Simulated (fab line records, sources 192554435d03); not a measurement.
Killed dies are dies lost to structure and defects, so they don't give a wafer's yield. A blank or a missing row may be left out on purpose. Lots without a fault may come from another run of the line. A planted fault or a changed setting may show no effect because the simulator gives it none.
Chamber matching | flow n5_finfet | N5_BEOL_M4_ALD_98 on ald_sin-03: 4 sister chambers
The step deposits SiO2, target thk 2.5 nm, pulse time 1 s, co reactant pulse time 1 s. 8 wafers are shown with their chamber, then 11 later ones without.

WAFERS WITH THEIR CHAMBER
wafer  | chamber | heater_power_w (W) | precursor_pulse_height_rel
L082.1 | 3       | 80                 | 0.969
L083.1 | 3       | 79                 | 0.942
L083.2 | 2       | 86                 | 0.966
L083.4 | 0       | 87                 | 0.990
L084.2 | 2       | 80                 | 0.989
L084.3 | 1       | 67                 | 0.992
L084.6 | 0       | 88                 | 1.031
L089.3 | 1       | 65                 | 1.032

WAFERS WITHOUT THEIR CHAMBER
wafer  | heater_power_w (W) | precursor_pulse_height_rel
L089.4 | 88                 | 1.018
L089.6 | 84                 | 0.966
L092.1 | 85                 | 0.986
L092.4 | 88                 | 1.031
L092.6 | 67                 | 0.991
L093.1 | 88                 | 0.998
L093.3 | 67                 | 0.987
L093.4 | 84                 | 0.999
L096.4 | 66                 | 0.978
L096.5 | 84                 | 0.988
L096.6 | 78                 | 1.023

WHICH CHAMBER EACH WENT THROUGH
wafer  | from the rows above          | in truth
L089.4 | 0                            | 0
L089.6 | can't be placed: 2 or 3 or 0 | 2
L092.1 | can't be placed: 2 or 0 or 3 | 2
L092.4 | 0                            | 0
L092.6 | 1                            | 1
L093.1 | can't be placed: 0 or 2      | 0
L093.3 | 1                            | 1
L093.4 | can't be placed: 2 or 0 or 3 | 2
L096.4 | 1                            | 1
L096.5 | can't be placed: 2 or 0 or 3 | 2
L096.6 | can't be placed: 2 or 3 or 0 | 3
Placed correctly: 5 of 11. Can't be placed from these rows: 6 (the true chamber is among the candidates in 6). Placed wrongly: 0.
How it was worked out, from the rows above alone: a wafer's distance from a chamber is the root of the sum, over the readings, of the square of ((its reading less the chamber's mean) divided by the reading's scatter). The wafer belongs to the nearest chamber; if the next one is less than 2 further off, it can't be placed. A chamber's mean is the mean of its shown wafers. The scatter: the root of (the sum of the squares of (reading less its chamber's mean) over the shown wafers, divided by (wafers less chambers)).
